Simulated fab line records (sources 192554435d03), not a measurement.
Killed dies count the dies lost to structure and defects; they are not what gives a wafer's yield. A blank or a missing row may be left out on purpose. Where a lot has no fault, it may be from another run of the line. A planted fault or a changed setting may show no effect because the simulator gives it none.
Matching of chambers || flow n5Finfet || aldSin-03 running N5_GATE_CUT_SAC_CAP_01: 4 sister chambers
The step material SiNx, target thk 24 nm, pulse time 1 s, ald cycles 480. 14 wafers are shown with their chamber, then 7 later ones without.

WAFERS, EACH WITH ITS CHAMBER
{"wafer": "L076.1", "chamber": 0, "heaterPowerW (W)": 798, "precursorPulseHeightRel": 1.021}
{"wafer": "L076.2", "chamber": 2, "heaterPowerW (W)": 763, "precursorPulseHeightRel": 1.017}
{"wafer": "L076.4", "chamber": 3, "heaterPowerW (W)": 935, "precursorPulseHeightRel": 0.994}
{"wafer": "L081.2", "chamber": 2, "heaterPowerW (W)": 793, "precursorPulseHeightRel": 0.997}
{"wafer": "L081.3", "chamber": 1, "heaterPowerW (W)": 797, "precursorPulseHeightRel": 0.984}
{"wafer": "L081.6", "chamber": 1, "heaterPowerW (W)": 801, "precursorPulseHeightRel": 0.981}
{"wafer": "L082.1", "chamber": 0, "heaterPowerW (W)": 800, "precursorPulseHeightRel": 1.014}
{"wafer": "L082.2", "chamber": 2, "heaterPowerW (W)": 789, "precursorPulseHeightRel": 0.983}
{"wafer": "L082.6", "chamber": 0, "heaterPowerW (W)": 800, "precursorPulseHeightRel": 1.026}
{"wafer": "L087.1", "chamber": 0, "heaterPowerW (W)": 770, "precursorPulseHeightRel": 1.005}
{"wafer": "L087.4", "chamber": 3, "heaterPowerW (W)": 943, "precursorPulseHeightRel": 0.996}
{"wafer": "L087.5", "chamber": 3, "heaterPowerW (W)": 962, "precursorPulseHeightRel": 1.004}
{"wafer": "L091.2", "chamber": 2, "heaterPowerW (W)": 785, "precursorPulseHeightRel": 0.972}
{"wafer": "L091.3", "chamber": 1, "heaterPowerW (W)": 796, "precursorPulseHeightRel": 1.000}

SIGNATURES, as means of the wafers listed above
{"reading": "heaterPowerW", "chamber 0": 792.00, "chamber 1": 798.00, "chamber 2": 782.50, "chamber 3": 946.67, "scatter within a chamber": 12.6}
{"reading": "precursorPulseHeightRel", "chamber 0": 1.01650, "chamber 1": 0.98833, "chamber 2": 0.99225, "chamber 3": 0.99800, "scatter within a chamber": 0.0128}
Rule: a wafer's distance from a chamber is the root of the sum, over the readings, of the square of ((its reading less the chamber's mean) divided by the reading's scatter). The wafer belongs to the nearest chamber; if the next one is less than 2 further off, it can't be placed. The scatter: the root of (the sum of the squares of (reading less its chamber's mean) over the shown wafers, divided by (wafers less chambers)).

WAFERS WHOSE CHAMBER IS MISSING
{"wafer": "L091.5", "heaterPowerW (W)": 943, "precursorPulseHeightRel": 1.020}
{"wafer": "L093.1", "heaterPowerW (W)": 793, "precursorPulseHeightRel": 1.006}
{"wafer": "L093.5", "heaterPowerW (W)": 799, "precursorPulseHeightRel": 1.001}
{"wafer": "L093.6", "heaterPowerW (W)": 800, "precursorPulseHeightRel": 1.006}
{"wafer": "L097.2", "heaterPowerW (W)": 789, "precursorPulseHeightRel": 1.027}
{"wafer": "L097.3", "heaterPowerW (W)": 769, "precursorPulseHeightRel": 0.982}
{"wafer": "L097.4", "heaterPowerW (W)": 787, "precursorPulseHeightRel": 0.996}

THE CHAMBER EACH PASSED THROUGH
{"wafer": "L091.5", "from the rows above": 3, "in truth": 3}
{"wafer": "L093.1", "from the rows above": "can't be placed: 0 or 2 or 1", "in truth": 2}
{"wafer": "L093.5", "from the rows above": "can't be placed: 1 or 0 or 2", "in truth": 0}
{"wafer": "L093.6", "from the rows above": "can't be placed: 0 or 1 or 2", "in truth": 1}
{"wafer": "L097.2", "from the rows above": "can't be placed: 0 or 2", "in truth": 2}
{"wafer": "L097.3", "from the rows above": "can't be placed: 2 or 1 or 0", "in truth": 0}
{"wafer": "L097.4", "from the rows above": "can't be placed: 2 or 1 or 0", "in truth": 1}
1 of 7 placed correctly. From these rows, 6 cannot be placed; in 6 the true chamber is one of the candidates. Placed wrongly: 0.
